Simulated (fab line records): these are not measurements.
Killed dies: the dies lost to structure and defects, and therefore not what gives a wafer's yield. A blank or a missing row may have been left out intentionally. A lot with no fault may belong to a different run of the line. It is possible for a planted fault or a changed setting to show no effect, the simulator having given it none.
Which tool was responsible? | flow n5_finfet | route of 1938 steps, sampled at 1 step: 21 lots, 63 wafers

## WHAT THE GAUGES READ, wafer by wafer
N5_SDB_INSPECT_36: inspects for defects (darkfield).
lot  | measured    | on                | raw_defect_count
L074 | day 3 21:55 | defect_inspect-02 | 46 39 29
L075 | day 4 09:51 | defect_inspect-01 | 80 28 11
L076 | day 4 14:32 | defect_inspect-02 | 28 19 43
L077 | day 4 20:49 | defect_inspect-01 | 33 21 32
L078 | day 4 21:08 | defect_inspect-02 | 91 80 53
L080 | day 5 10:33 | defect_inspect-01 | 28 14 43
L081 | day 5 16:29 | defect_inspect-02 | 31 43 53
L082 | day 5 21:09 | defect_inspect-01 | 56 49 107
L083 | day 6 07:44 | defect_inspect-02 | 30 41 26
L084 | day 6 09:43 | defect_inspect-01 | 15 28 29
L085 | day 6 16:22 | defect_inspect-01 | 49 31 25
L086 | day 7 00:07 | defect_inspect-02 | 14 22 11
L087 | day 7 02:22 | defect_inspect-02 | 15 24 22
L088 | day 7 09:04 | defect_inspect-02 | 65 28 71
L089 | day 7 18:06 | defect_inspect-02 | 38 34 55
L090 | day 7 21:49 | defect_inspect-02 | 57 39 48
L093 | day 8 14:34 | defect_inspect-02 | 25 33 39
L094 | day 8 21:19 | defect_inspect-02 | 79 41 62
L095 | day 9 01:02 | defect_inspect-02 | 30 49 25
L096 | day 9 13:48 | defect_inspect-02 | 28 27 27
L097 | day 9 19:40 | defect_inspect-02 | 28 52 44

## WHICH TOOL RAN EACH LOT (tool, then ch and the chambers of the sampled wafers, then the start)
The record shows no process step preceding these readings.

## AS READ BY THE TOOLS THEMSELVES (means over the sampled wafers that have a number; for cases with no such wafer, the mark the record gives instead)
The record holds no such reading with a usual standard deviation.

## THE ANSWER, worked out from the rows above alone
Rule: the lots themselves supply what counts as usual. The widest of any qualifying gaps counts: lots, ordered by their means at a reading, are off when they make up no more than a third of the lots, leave a main group of 4 or more, and stand apart from it by 3 or more times the standard deviation of that group's means. A main group whose means are all the same, to the digits that the tables above print for the reading, isn't used. Also off: a lot with no number at a reading for which 4 or more lots have one. The other lots that the step has rows for count as sound. Order of review: gauges by route order, followed by the tools' own readings, for which a lot's mean as printed above is used. At the first step where some lot is off, the reading lying furthest off is the one used; lots without a number count as furthest.
Across all readings shown, no lot is off: no conclusion can be drawn from this.

## WHAT THE SIMULATOR PUT IN
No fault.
